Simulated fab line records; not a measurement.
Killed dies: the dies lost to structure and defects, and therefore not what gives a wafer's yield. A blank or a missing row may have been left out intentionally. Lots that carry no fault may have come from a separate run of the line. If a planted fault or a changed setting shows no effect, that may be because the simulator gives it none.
Matching of chambers :: flow n5 finfet :: N5_FIN_SAQP_ETCH_52 on rie diel-06: 4 sister chambers
The step etches SOC in N2/H2, target depth 100 nm, overetch 20 nm, time 150 s. 4 wafers are shown with their chamber, then 7 later ones without.

== WAFERS, EACH WITH ITS CHAMBER ==
wafer: L085.2
chamber: 3
drypump motor current A (A): 5.8

wafer: L085.6
chamber: 1
drypump motor current A (A): 5.9

wafer: L088.1
chamber: 2
drypump motor current A (A): 5.1

wafer: L088.4
chamber: 0
drypump motor current A (A): 5.8

== WAFERS WITH NO CHAMBER GIVEN ==
wafer: L088.6
drypump motor current A (A): 5.7

wafer: L092.2
drypump motor current A (A): 5.8

wafer: L092.3
drypump motor current A (A): 5.8

wafer: L092.5
drypump motor current A (A): 5.8

wafer: L093.1
drypump motor current A (A): 5.9

wafer: L093.4
drypump motor current A (A): 5.7

wafer: L093.6
drypump motor current A (A): 5.8

== WHICH CHAMBER EACH ONE RAN IN ==
wafer: L088.6
from the rows above: can't be placed: 0 or 3 or 1
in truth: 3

wafer: L092.2
from the rows above: can't be placed: 0 or 3 or 1
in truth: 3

wafer: L092.3
from the rows above: can't be placed: 0 or 3 or 1
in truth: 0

wafer: L092.5
from the rows above: can't be placed: 0 or 3 or 1
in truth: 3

wafer: L093.1
from the rows above: can't be placed: 1 or 0 or 3
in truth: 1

wafer: L093.4
from the rows above: can't be placed: 0 or 3 or 1
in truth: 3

wafer: L093.6
from the rows above: can't be placed: 0 or 3 or 1
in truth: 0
0 of 7 placed correctly. These rows do not allow placing 7 (true chamber among the candidates in 7). 0 placed wrongly.
How it was worked out, from the rows above alone: a wafer's distance from a chamber is the root of the sum, over the readings, of the square of ((its reading less the chamber's mean) divided by the reading's scatter). If the next closest chamber is less than 2 further off than the closest, the wafer can't be placed; otherwise it belongs to the closest. A chamber's mean is the mean of its shown wafers. The scatter: with one shown wafer a chamber, the root of the mean of the squares of how far each hidden wafer lies from its nearest shown one.
